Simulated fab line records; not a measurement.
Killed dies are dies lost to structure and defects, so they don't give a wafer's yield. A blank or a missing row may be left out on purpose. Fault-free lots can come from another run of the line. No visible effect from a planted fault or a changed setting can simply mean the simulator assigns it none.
fab line records	flow n5-finfet	part 1 of 2: steps 1 to 27 of 33
[record] lots = 5	wafers = 15	last-day = 16
route steps=1938 shown BEOL_M6@1252 BEOL_M7@1263
lots with no fault: from the same line, run without faults
start-h: hours from the record's opening day to when the first of the lot's shown wafers began	wait-h: hours since the lot's step before	" repeats the value in the row above	L1.1+2: a single row standing in for several wafers	- either no value or no given start	* or withheld: withheld	< > ~ a bound
route shown NAME@n: a module of which the file shows steps, and the number in the route of the first	usual: the fault-free wafers' mean and standard deviation	same: alike in all rows	chamber/n: place in a boat	sites: per-site readings	_std_site: how widely they spread, as a standard deviation	_edge_site: the outer-site mean with the inner-site mean subtracted	radius-mm: how far each site lies from the wafer's centre	mask NAME#n: copy n	behind: tool/chamber where the wafer was last shaped	hold: why the lot was held/for how many hours/how that ended	device: names the non-switching transistor (n, p or np)	end of line: the tests these same wafers got at the end of their route	step lacking rows: just its recipe	killed: dies lost to structure and defects at the first sort, not the wafer's yield	map: per-die view of a wafer (x killed, . not killed, _ where there is no die)
set.NAME: the setting as run; set.NAME@STEP: as run at that earlier step	model.NAME: the simulator's own value behind a step, which no gauge read
certain route steps with their lots: each step a table, each wafer a row
services: the hour from which a tool's chamber was out of use, counted from the record's first day as start-h (under 0 if before that day), plus the number of hours and why
[[steps]]
[step N5_BEOL_M6_SURFACE_TREAT_79]
[recipe] gas = Ar	time-s = *	ion-energy-ev = *	ion-current-ma-cm2 = 0.5	pressure-mtorr = *	ar-flow-sccm = 30
[usual] throttle-valve-pct = *
lot.wafer	tool	chamber	start-h	wait-h	throttle-valve-pct
L074.1	pvd-sputter-02	-	191.92	0.3	*
L074.3	"	-	"	"	*
L074.6	"	-	"	"	*
L084.2	pvd-sputter-02	-	248.05	0.2	*
L084.3	"	-	"	"	*
L084.4	"	-	"	"	*
L087.1	pvd-sputter-01	-	260.22	0.3	*
L087.3	"	-	"	"	*
L087.4	"	-	"	"	*
L089.2	pvd-sputter-02	-	273.02	0.3	*
L089.4	"	-	"	"	*
L089.6	"	-	"	"	*
L095.1	pvd-sputter-01	-	313.52	0.2	*
L095.4	"	-	"	"	*
L095.6	"	-	"	"	*
[step N5_BEOL_M6_CVD_78]
[recipe] material = Co	target-thk-a = 20	temp-c = withheld	precursor = CCTBA/H2	pressure-torr = 30	time-s = 142.3
lot.wafer	tool	chamber	start-h	wait-h
L074.1+3+6	cvd-co-02	0,1,0	191.98	0.0
L084.2+3+4	cvd-co-02	0,2,1	248.11	0.0
L087.1+3+4	cvd-co-02	0,1,1	260.30	0.1
L089.2+4+6	cvd-co-02	1,2,1	273.08	0.0
L095.1+4+6	cvd-co-02	0,2,0	313.58	0.0
[step N5_BEOL_M6_SPUTTER_48]
[recipe] material = Cu	target-thk-a = 100	temp-c = -20	bias-v = 60	power-w = 26000	chamber-pressure-pa = 0.13	time-s = 1.667
[usual] chuck-sensor-temp-C = -16.0/0.52	throttle-valve-pct = 30.2/1.4
lot.wafer	tool	chamber	start-h	wait-h	chuck-sensor-temp-C	throttle-valve-pct
L074.1	pvd-sputter-02	-	192.12	0.1	-15.1	27.6
L074.3	"	-	"	"	-16.1	31.9
L074.6	"	-	"	"	-16.0	31.8
L084.2	pvd-sputter-02	-	248.31	0.1	-16.3	30.3
L084.3	"	-	"	"	-15.9	31.6
L084.4	"	-	"	"	-16.3	31.9
L087.1	pvd-sputter-01	-	260.78	0.4	-16.3	28.3
L087.3	"	-	"	"	-16.5	29.8
L087.4	"	-	"	"	-16.3	30.7
L089.2	pvd-sputter-03	-	273.24	0.1	-15.6	29.2
L089.4	"	-	"	"	-16.6	30.0
L089.6	"	-	"	"	-15.7	29.1
L095.1	pvd-sputter-01	-	313.76	0.1	-16.3	30.6
L095.4	"	-	"	"	-16.6	30.0
L095.6	"	-	"	"	-15.6	28.5
[step N5_BEOL_M6_ECD_50]
[recipe] material = Cu	target-thk-a = 3000
lot.wafer	tool	chamber	start-h	wait-h
L074.1+3+6	ecd-cu-02	1	192.24	0.1
L084.2+3+4	ecd-cu-02	1,0,1	248.42	0.1
L087.1+3+4	ecd-cu-02	1,0,1	260.90	0.1
L089.2+4+6	ecd-cu-01	1,0,0	273.36	0.1
L095.1+4+6	ecd-cu-02	1,0,0	313.87	0.1
[step N5_BEOL_M6_ANNEAL_51]
[recipe] temp-c = 225	time-s = 90	ambient = N2
[usual] wafer_temp_C_max = 225.7/0.34
lot.wafer	tool	chamber	start-h	wait-h	wafer_temp_C_max
L074.1	rtp-anneal-01	0	192.46	0.2	225.7
L074.3	"	0	"	"	225.7
L074.6	"	0	"	"	226.2
L084.2	rtp-anneal-02	0	248.56	0.1	225.7
L084.3	"	0	"	"	226.0
L084.4	"	0	"	"	225.6
L087.1	rtp-anneal-02	0	260.99	0.1	226.1
L087.3	"	0	"	"	226.5
L087.4	"	0	"	"	225.7
L089.2	rtp-anneal-01	0	273.66	0.3	225.6
L089.4	"	0	"	"	225.4
L089.6	"	0	"	"	225.7
L095.1	rtp-anneal-01	0	314.01	0.1	225.8
L095.4	"	0	"	"	225.4
L095.6	"	0	"	"	225.7
[step N5_BEOL_M6_CMP_52]
[recipe] stop-on = SiCOH_lowk	t-overpolish-s = 6.9	down-force-psi = 1	platen-rpm = 50	clearing-platen-down-force-psi = 1.5	clearing-platen-rpm = 50	post-cmp-clean = cu-alkaline	target-thk-nm = 80	clearing-platen-pad-velocity-m-s = 0.99484	pad-velocity-m-s = 0.99484
[usual] barrier-field-endpoint-s = 29.1/0.71	motor-current-A = 5.9/0.68	overpolish-run-s = 6.900/0.009	time-to-endpoint-s = 64/3.6
lot.wafer	tool	chamber	start-h	wait-h	barrier-field-endpoint-s	motor-current-A	overpolish-run-s	time-to-endpoint-s
L074.3	cmp-01	1	192.80	0.2	29.7	5.9	6.885	67
L074.1	"	2	"	"	28.3	7.6	6.910	61
L074.6	"	0	"	"	29.5	5.8	6.902	66
L084.4	cmp-01	0	248.91	0.2	29.2	5.5	6.905	64
L084.3	"	1	"	"	28.9	6.3	6.882	66
L084.2	"	3	"	"	28.9	4.5	6.893	66
L087.3	cmp-02	3	261.29	0.2	28.9	6.3	6.894	66
L087.1	"	0	"	"	28.1	6.1	6.893	62
L087.4	"	2	"	"	27.9	5.8	6.906	60
L089.4	cmp-04	0	273.91	0.1	30.2	5.2	6.910	69
L089.2	"	1	"	"	29.4	6.2	6.889	68
L089.6	"	0	"	"	29.4	5.4	6.899	65
L095.1	cmp-01	1	314.32	0.3	29.6	6.1	6.900	64
L095.4	"	3	"	"	29.7	4.9	6.916	63
L095.6	"	2	"	"	29.1	7.7	6.902	61
[step N5_BEOL_M6_THK_MEAS_53]
[recipe] thk-meas-gauge = xrf	reads = Cu_of_BEOL_M6_ECD_50
[usual] M6_THK = 80.9/2.1
lot.wafer	tool	chamber	start-h	wait-h	M6_THK[nm]
L074.1	film-metro-01	-	193.06	-	77.9
L074.3	"	-	"	"	79.7
L074.6	"	-	"	"	81.2
L084.2	film-metro-02	-	249.21	-	84.5
L084.3	"	-	"	"	82.6
L084.4	"	-	"	"	80.5
L087.1	film-metro-01	-	261.59	-	81.9
L087.3	"	-	"	"	78.6
L087.4	"	-	"	"	82.0
L089.2	film-metro-01	-	274.20	-	81.1
L089.4	"	-	"	"	81.6
L089.6	"	-	"	"	81.9
L095.1	film-metro-02	-	314.61	-	81.0
L095.4	"	-	"	"	80.0
L095.6	"	-	"	"	80.4
[step N5_BEOL_M6_PRE_CLEAN_55]
[recipe] gas = NH3	time-s = 15	temp-c = withheld	rf-power-w = 300
lot.wafer	tool	chamber	start-h	wait-h
L074.1+3+6	pecvd-03	0,2,0	193.10	0.0
L084.2+3+4	pecvd-02	0,2,1	249.25	0.0
L087.1+3+4	pecvd-02	0,2,0	261.62	0.0
L089.2+4+6	pecvd-04	1,0,2	274.24	0.0
L095.1+4+6	pecvd-03	1,0,1	314.65	0.0
[step N5_BEOL_M6_DEP_56]
[recipe] material = SiCN	target-thk-a = 100	temp-c = withheld	precursor = 3MS/NH3	pressure-torr = 3	rf-w = 202	time-s = 17.5
[usual] showerhead-plenum-p-Torr = 3.665/0.01	showerhead-vpp-V = 856/56	throttle-valve-pct = 9.0/0.39
lot.wafer	tool	chamber	start-h	wait-h	showerhead-plenum-p-Torr	showerhead-vpp-V	throttle-valve-pct
L074.1	pecvd-03	0	193.12	0.0	3.660	955	9.0
L074.3	"	2	"	"	3.671	814	8.1
L074.6	"	0	"	"	3.662	954	9.0
L084.2	pecvd-02	0	249.27	0.0	3.670	903	9.6
L084.3	"	2	"	"	3.659	734	8.6
L084.4	"	1	"	"	3.664	845	9.1
L087.1	pecvd-02	0	261.65	0.0	3.669	885	9.5
L087.3	"	2	"	"	3.657	761	8.7
L087.4	"	0	"	"	3.676	881	9.8
L089.2	pecvd-04	1	274.26	0.0	3.675	865	9.2
L089.4	"	0	"	"	3.672	891	9.2
L089.6	"	2	"	"	3.647	827	8.7
L095.1	pecvd-03	1	314.68	0.0	3.658	882	8.7
L095.4	"	0	"	"	3.666	966	8.8
L095.6	"	1	"	"	3.663	902	8.8
[step N5_BEOL_M6_RS_MEAS_57]
[recipe] thk-meas-gauge = four-point-probe	reads = Cu_of_BEOL_M6_ECD_50+Co_of_BEOL_M6_CVD_78+TaN_of_BEOL_M6_ALD_77
[usual] M6_RS = 0.281/0.0084
lot.wafer	tool	chamber	start-h	wait-h	M6_RS[ohm/sq]
L074.1	film-metro-01	-	193.19	0.1	0.296
L074.3	"	-	"	"	0.289
L074.6	"	-	"	"	0.283
L084.2	film-metro-01	-	249.34	0.1	0.271
L084.3	"	-	"	"	0.279
L084.4	"	-	"	"	0.287
L087.1	film-metro-02	-	261.72	0.1	0.277
L087.3	"	-	"	"	0.292
L087.4	"	-	"	"	0.279
L089.2	film-metro-02	-	274.33	0.1	0.276
L089.4	"	-	"	"	0.276
L089.6	"	-	"	"	0.275
L095.1	film-metro-02	-	314.76	0.1	0.282
L095.4	"	-	"	"	0.288
L095.6	"	-	"	"	0.285
[step N5_BEOL_M6_INSPECT_58]
[recipe] inspect-instrument = darkfield	mode = post-dep
[usual] raw-defect-count = 68/22
lot.wafer	tool	chamber	start-h	wait-h	raw-defect-count
L074.1	defect-inspect-01	-	193.22	0.0	53
L074.3	"	-	"	"	59
L074.6	"	-	"	"	69
L084.2	defect-inspect-02	-	249.37	0.0	102
L084.3	"	-	"	"	78
L084.4	"	-	"	"	58
L087.1	defect-inspect-01	-	261.74	0.0	65
L087.3	"	-	"	"	41
L087.4	"	-	"	"	55
L089.2	defect-inspect-02	-	274.36	0.0	84
L089.4	"	-	"	"	67
L089.6	"	-	"	"	51
L095.1	defect-inspect-02	-	314.78	0.0	91
L095.4	"	-	"	"	51
L095.6	"	-	"	"	88
[step N5_BEOL_M7_ILD_DEP_00]
[recipe] material = SiCOH_lowk	target-thk-a = 1797.5	temp-c = 300	precursor = DEMS/porogen	pressure-torr = 5	rf-w = 500	time-s = 33.4
[usual] heater-power-w = 301/47	showerhead-plenum-p-Torr = 5.728/0.017	showerhead-vpp-V = 1353/87	throttle-valve-pct = 13.9/0.86
lot.wafer	tool	chamber	start-h	wait-h	heater-power-w	showerhead-plenum-p-Torr	showerhead-vpp-V	throttle-valve-pct
L074.1	pecvd-01	0	193.25	0.0	330	5.736	1366	13.8
L074.3	"	2	"	"	297	5.721	1324	14.5
L074.6	"	2	"	"	306	5.736	1313	14.7
L084.2	pecvd-02	2	249.40	0.0	303	5.732	1162	13.5
L084.3	"	1	"	"	251	5.739	1332	13.8
L084.4	"	2	"	"	308	5.730	1178	13.3
L087.1	pecvd-03	0	261.78	0.0	317	5.730	1499	13.5
L087.3	"	2	"	"	321	5.760	1289	12.9
L087.4	"	0	"	"	327	5.740	1502	13.4
L089.2	pecvd-02	2	274.40	0.0	278	5.731	1165	13.4
L089.4	"	0	"	"	290	5.754	1405	14.9
L089.6	"	2	"	"	275	5.732	1174	13.3
L095.1	pecvd-01	0	314.82	0.0	387	5.718	1336	13.3
L095.4	"	0	"	"	384	5.731	1357	13.3
L095.6	"	1	"	"	263	5.697	1428	15.6
[step N5_BEOL_M7_CURE_74]
[recipe] temp-c = 385	time-s = 240	ambient = He/Ar	material = SiCOH_lowk
[usual] lamp-power-pct = 52.32/0.056	wafer_temp_C_max = 386.9/0.71
lot.wafer	tool	chamber	start-h	wait-h	lamp-power-pct	wafer_temp_C_max
L074.1	uv-cure-02	0	193.32	0.0	52.33	386.7
L074.3	"	0	"	"	52.23	386.5
L074.6	"	0	"	"	52.25	386.8
L084.2	uv-cure-01	2	249.55	0.1	52.34	386.2
L084.3	"	2	"	"	52.33	386.5
L084.4	"	2	"	"	52.22	386.3
L087.1	uv-cure-01	2	261.84	0.0	52.39	386.4
L087.3	"	2	"	"	52.28	386.1
L087.4	"	2	"	"	52.33	386.0
L089.2	uv-cure-02	0	274.54	0.1	52.30	386.7
L089.4	"	0	"	"	52.32	386.6
L089.6	"	0	"	"	52.30	387.5
L095.1	uv-cure-02	2	314.88	0.0	52.24	387.2
L095.4	"	2	"	"	52.40	387.1
L095.6	"	2	"	"	52.27	387.3
[step N5_BEOL_M7_THK_MEAS_01]
[recipe] reads = SiCOH_lowk_of_BEOL_M7_ILD_DEP_00
[usual] M7_ILD_THK = 154.6/2.1
lot.wafer	tool	chamber	start-h	wait-h	M7_ILD_THK[nm]
L074.1	film-metro-01	-	193.83	0.4	155.0
L074.3	"	-	"	"	153.2
L074.6	"	-	"	"	158.4
L084.2	film-metro-02	-	249.98	0.4	150.7
L084.3	"	-	"	"	153.9
L084.4	"	-	"	"	154.9
L087.1	film-metro-02	-	262.36	0.4	152.4
L087.3	"	-	"	"	155.6
L087.4	"	-	"	"	154.8
L089.2	film-metro-01	-	274.97	0.4	151.9
L089.4	"	-	"	"	155.3
L089.6	"	-	"	"	153.8
L095.1	film-metro-02	-	315.40	0.4	152.8
L095.4	"	-	"	"	155.9
L095.6	"	-	"	"	152.1
[step N5_BEOL_M7_PECVD_70]
[recipe] material = SiO2	target-thk-a = 200	temp-c = 400	precursor = TEOS/O2	pressure-torr = 5.5	rf-w = 450	teos-flow-sccm = 53.8	gas = O2	flow-sccm = 3000	time-s = 22.7
[usual] heater-power-w = 709/81	showerhead-plenum-p-Torr = 8.74/0.064	showerhead-vpp-V = 1282/88	throttle-valve-pct = 22.4/1.3
lot.wafer	tool	chamber	start-h	wait-h	heater-power-w	showerhead-plenum-p-Torr	showerhead-vpp-V	throttle-valve-pct
L074.1	pecvd-01	0	193.87	0.0	836	8.72	1279	21.7
L074.3	"	1	"	"	615	8.59	1355	24.9
L074.6	"	1	"	"	613	8.61	1374	24.8
L084.2	pecvd-02	2	250.02	0.0	661	8.76	1115	21.6
L084.3	"	1	"	"	569	8.71	1266	22.1
L084.4	"	0	"	"	707	8.79	1323	24.1
L087.1	pecvd-01	1	262.39	0.0	662	8.62	1338	25.2
L087.3	"	0	"	"	824	8.72	1278	21.6
L087.4	"	2	"	"	682	8.71	1238	22.3
L089.2	pecvd-03	0	275.01	0.0	636	8.78	1414	21.7
L089.4	"	0	"	"	612	8.77	1436	21.7
L089.6	"	1	"	"	753	8.75	1308	21.6
L095.1	pecvd-02	0	315.44	0.0	786	8.82	1314	24.1
L095.4	"	2	"	"	621	8.77	1122	21.8
L095.6	"	1	"	"	534	8.76	1258	22.2
[step N5_BEOL_M7_HM_DEP_02]
[recipe] material = TiN	target-thk-a = 200	temp-c = 25	chamber-pressure-pa = 0.49996
[usual] throttle-valve-pct = 30.0/1.5
lot.wafer	tool	chamber	start-h	wait-h	throttle-valve-pct
L074.1	pvd-sputter-01	-	195.01	1.1	28.4
L074.3	"	-	"	"	28.3
L074.6	"	-	"	"	28.5
L084.2	pvd-sputter-03	-	250.57	0.5	29.8
L084.3	"	-	"	"	28.6
L084.4	"	-	"	"	32.1
L087.1	pvd-sputter-01	-	262.58	0.2	30.5
L087.3	"	-	"	"	28.2
L087.4	"	-	"	"	28.7
L089.2	pvd-sputter-02	-	276.26	1.2	31.3
L089.4	"	-	"	"	31.8
L089.6	"	-	"	"	30.1
L095.1	pvd-sputter-02	-	316.62	1.2	32.0
L095.4	"	-	"	"	31.6
L095.6	"	-	"	"	31.7
[step N5_BEOL_M7_COAT_59]
[recipe] resist = SOC	temp-c = 250	time-s = 60	spin-rpm = 1500	resist-thk-nm = 100
lot.wafer	tool	chamber	start-h	wait-h
L074.1+3+6	litho-track-03	0	195.14	0.1
L084.2+3+4	litho-track-02	0	250.70	0.1
L087.1+3+4	litho-track-01	0	262.71	0.1
L089.2+4+6	litho-track-01	0	276.39	0.1
L095.1+4+6	litho-track-03	0	316.74	0.1
[step N5_BEOL_M7_COAT_60]
[recipe] resist = SiARC	temp-c = 220	time-s = 60	spin-rpm = 1500	resist-thk-nm = 35
lot.wafer	tool	chamber	start-h	wait-h
L074.1+3+6	litho-track-03	0	-	-
L084.2+3+4	litho-track-02	0	-	-
L087.1+3+4	litho-track-01	0	-	-
L089.2+4+6	litho-track-01	0	-	-
L095.1+4+6	litho-track-03	0	-	-
[step N5_BEOL_M7_COAT_05]
[recipe] resist = CAR-ArF	spin-rpm = 1500	resist-thk-nm = 90
lot.wafer	tool	chamber	start-h	wait-h
L074.1+3+6	litho-track-03	0	-	-
L084.2+3+4	litho-track-02	0	-	-
L087.1+3+4	litho-track-01	0	-	-
L089.2+4+6	litho-track-01	0	-	-
L095.1+4+6	litho-track-03	0	-	-
[step N5_BEOL_M7_EBR_07]
[recipe] solvent = PGMEA	ebr-width-mm = 1.5
lot.wafer	tool	chamber	start-h	wait-h
L074.1+3+6	litho-track-03	0	-	-
L084.2+3+4	litho-track-02	0	-	-
L087.1+3+4	litho-track-01	0	-	-
L089.2+4+6	litho-track-01	0	-	-
L095.1+4+6	litho-track-03	0	-	-
[step N5_BEOL_M7_SOFTBAKE_06]
[recipe] temp-c = 110	time-s = 60	resist = CAR-ArF
lot.wafer	tool	chamber	start-h	wait-h
L074.1+3+6	litho-track-03	0	-	-
L084.2+3+4	litho-track-02	0	-	-
L087.1+3+4	litho-track-01	0	-	-
L089.2+4+6	litho-track-01	0	-	-
L095.1+4+6	litho-track-03	0	-	-
[step N5_BEOL_M7_EXPOSE_08]
[recipe] mask-id = M7	na = 1.35	source-shape = dipole	sigma-inner = 0.817	sigma-outer = 0.97	polarization = te	dose-mj = 68.25
lot.wafer	tool	chamber	start-h	wait-h	mask
L074.1+3+6	arfi-scanner-03	0	195.49	-	M7#0
L084.2+3+4	arfi-scanner-01	0	250.95	-	M7#0
L087.1+3+4	arfi-scanner-02	0	262.95	-	M7#0
L089.2+4+6	arfi-scanner-01	0	276.64	-	M7#0
L095.1+4+6	arfi-scanner-01	0	316.99	-	M7#0
[step N5_BEOL_M7_PEB_09]
[recipe] peb-temp-c = withheld	peb-time-s = 60	resist = CAR-ArF
lot.wafer	tool	chamber	start-h	wait-h
L074.1+3+6	litho-track-01	0	195.55	0.1
L084.2+3+4	litho-track-02	0	251.01	0.0
L087.1+3+4	litho-track-02	0	263.01	0.1
L089.2+4+6	litho-track-01	0	276.69	0.0
L095.1+4+6	litho-track-03	0	317.05	0.1
[step N5_BEOL_M7_DEVELOP_10]
[recipe] develop-time-s = 30	developer = TMAH	resist = CAR-ArF	rinse-liquid = diw	dry = air-spin	dev-temp-c = 23
lot.wafer	tool	chamber	start-h	wait-h
L074.1+3+6	litho-track-01	0	-	-
L084.2+3+4	litho-track-02	0	-	-
L087.1+3+4	litho-track-02	0	-	-
L089.2+4+6	litho-track-01	0	-	-
L095.1+4+6	litho-track-03	0	-	-
[step N5_BEOL_M7_CD_MEAS_11]
[recipe] target-cd-nm = 38.5	landing-energy-ev = 500	detector = se-inlens	polarity = opening
[usual] cd-nm = 38.6/0.6
lot.wafer	tool	chamber	start-h	wait-h	cd-nm
L074.1	cd-sem-01	0	195.62	-	39.1
L074.3	"	0	"	"	38.4
L074.6	"	0	"	"	39.1
L084.2	cd-sem-01	0	251.07	-	39.2
L084.3	"	0	"	"	38.7
L084.4	"	0	"	"	39.0
L087.1	cd-sem-02	0	263.08	-	39.0
L087.3	"	0	"	"	39.2
L087.4	"	0	"	"	38.9
L089.2	cd-sem-03	0	276.76	-	38.8
L089.4	"	0	"	"	38.3
L089.6	"	0	"	"	38.9
L095.1	cd-sem-01	0	317.11	-	39.4
L095.4	"	0	"	"	38.2
L095.6	"	0	"	"	39.0
[step N5_BEOL_M7_OVL_MEAS_12]
[recipe] points-per-wafer = 44
[usual] M7_OVL = -0.1/0.71
lot.wafer	tool	chamber	start-h	wait-h	M7_OVL[nm]
L074.1	overlay-01	0	195.67	0.0	0.4
L074.3	"	0	"	"	0.6
L074.6	"	0	"	"	0.2
L084.2	overlay-02	0	251.10	0.0	-0.1
L084.3	"	0	"	"	0.0
L084.4	"	0	"	"	0.0
L087.1	overlay-02	0	263.11	0.0	-0.1
L087.3	"	0	"	"	1.4
L087.4	"	0	"	"	0.8
L089.2	overlay-02	0	276.79	0.0	0.2
L089.4	"	0	"	"	-0.5
L089.6	"	0	"	"	-0.1
L095.1	overlay-02	0	317.15	0.0	-0.6
L095.4	"	0	"	"	-0.8
L095.6	"	0	"	"	-1.4
[step N5_BEOL_M7_INSPECT_13]
[recipe] mode = adi	inspect-instrument = brightfield
[usual] raw-defect-count = 379/96
lot.wafer	tool	chamber	start-h	wait-h	raw-defect-count
L074.1	defect-inspect-02	-	195.69	0.0	475
L074.3	"	-	"	"	527
L074.6	"	-	"	"	461
L084.2	defect-inspect-01	-	251.13	0.0	471
L084.3	"	-	"	"	346
L084.4	"	-	"	"	382
L087.1	defect-inspect-01	-	263.13	0.0	358
L087.3	"	-	"	"	258
L087.4	"	-	"	"	279
L089.2	defect-inspect-01	-	276.81	0.0	382
L089.4	"	-	"	"	377
L089.6	"	-	"	"	316
L095.1	defect-inspect-01	-	317.17	0.0	439
L095.4	"	-	"	"	447
L095.6	"	-	"	"	615
